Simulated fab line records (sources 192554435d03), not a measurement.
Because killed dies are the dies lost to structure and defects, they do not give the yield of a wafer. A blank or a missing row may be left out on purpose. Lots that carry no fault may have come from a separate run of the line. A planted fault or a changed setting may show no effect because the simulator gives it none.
What tool caused it? / flow n5 finfet / 10 lots with 30 wafers sampled at 2 steps, on a route of 1938 steps

WHAT THE GAUGES READ, wafer by wafer
N5_ILD0_THK_MEAS_04.
lot=L737; measured=day 3 13:04; on=film metro-01; thk nm (nm)=197.9 197.4 198.2
lot=L741; measured=day 4 17:34; on=film metro-01; thk nm (nm)=198.5 197.8 197.6
lot=L745; measured=day 5 17:24; on=film metro-02; thk nm (nm)=196.9 199.0 195.9
lot=L746; measured=day 5 19:52; on=film metro-01; thk nm (nm)=198.8 200.4 200.0
lot=L747; measured=day 6 04:58; on=film metro-01; thk nm (nm)=195.1 196.2 195.9
lot=L754; measured=day 7 19:40; on=film metro-02; thk nm (nm)=195.5 196.2 194.9
lot=L755; measured=day 8 03:16; on=film metro-02; thk nm (nm)=196.1 194.6 196.3
lot=L757; measured=day 8 15:08; on=film metro-02; thk nm (nm)=196.4 198.1 197.0
lot=L759; measured=day 9 03:25; on=film metro-01; thk nm (nm)=198.1 198.9 198.0
lot=L760; measured=day 9 11:31; on=film metro-02; thk nm (nm)=197.4 195.5 195.3

TOOL THAT RAN EACH LOT (tool first, then ch and the chambers of the sampled wafers, then the start)
lot=L737; N5_ILD0_LINER_00=ald sin-04 ch 0,1,3, day 3 10:25
lot=L741; N5_ILD0_LINER_00=ald sin-01 ch 0,2,3, day 4 14:55
lot=L745; N5_ILD0_LINER_00=ald sin-04 ch 0,1,3, day 5 14:44
lot=L746; N5_ILD0_LINER_00=ald sin-02 ch 0,1,3, day 5 17:11
lot=L747; N5_ILD0_LINER_00=ald sin-04 ch 0,1, day 6 02:19
lot=L754; N5_ILD0_LINER_00=ald sin-04 ch 0,2, day 7 17:00
lot=L755; N5_ILD0_LINER_00=ald sin-01 ch 0,1, day 8 00:37
lot=L757; N5_ILD0_LINER_00=ald sin-04 ch 0,1,2, day 8 12:29
lot=L759; N5_ILD0_LINER_00=ald sin-01 ch 0,1,2, day 9 00:23
lot=L760; N5_ILD0_LINER_00=ald sin-04 ch 0,2,3, day 9 08:29
- N5_ILD0_LINER_00: material SiNx, target thk 4 nm, pulse time 1 s, purge time 2 s.

THE ANSWER, worked out from the rows above alone
Rule: usual is defined by the lots themselves. Put in order of their means at a reading, lots are off if they are a third of the lots or fewer, leave a main group of 4 or more, and stand apart from it by a gap of 3 or more times the standard deviation of the main group's means; of several such gaps the widest counts. A main group is skipped when, at the precision printed for the reading in the tables above, its means are all equal. A lot without any number at a reading at which 4 lots or more have one is off too. Where the step has rows for the other lots, those lots are counted as sound.
Across all readings shown, no lot is off: no conclusion can be drawn from this.

WHAT THE SIMULATOR PUT IN
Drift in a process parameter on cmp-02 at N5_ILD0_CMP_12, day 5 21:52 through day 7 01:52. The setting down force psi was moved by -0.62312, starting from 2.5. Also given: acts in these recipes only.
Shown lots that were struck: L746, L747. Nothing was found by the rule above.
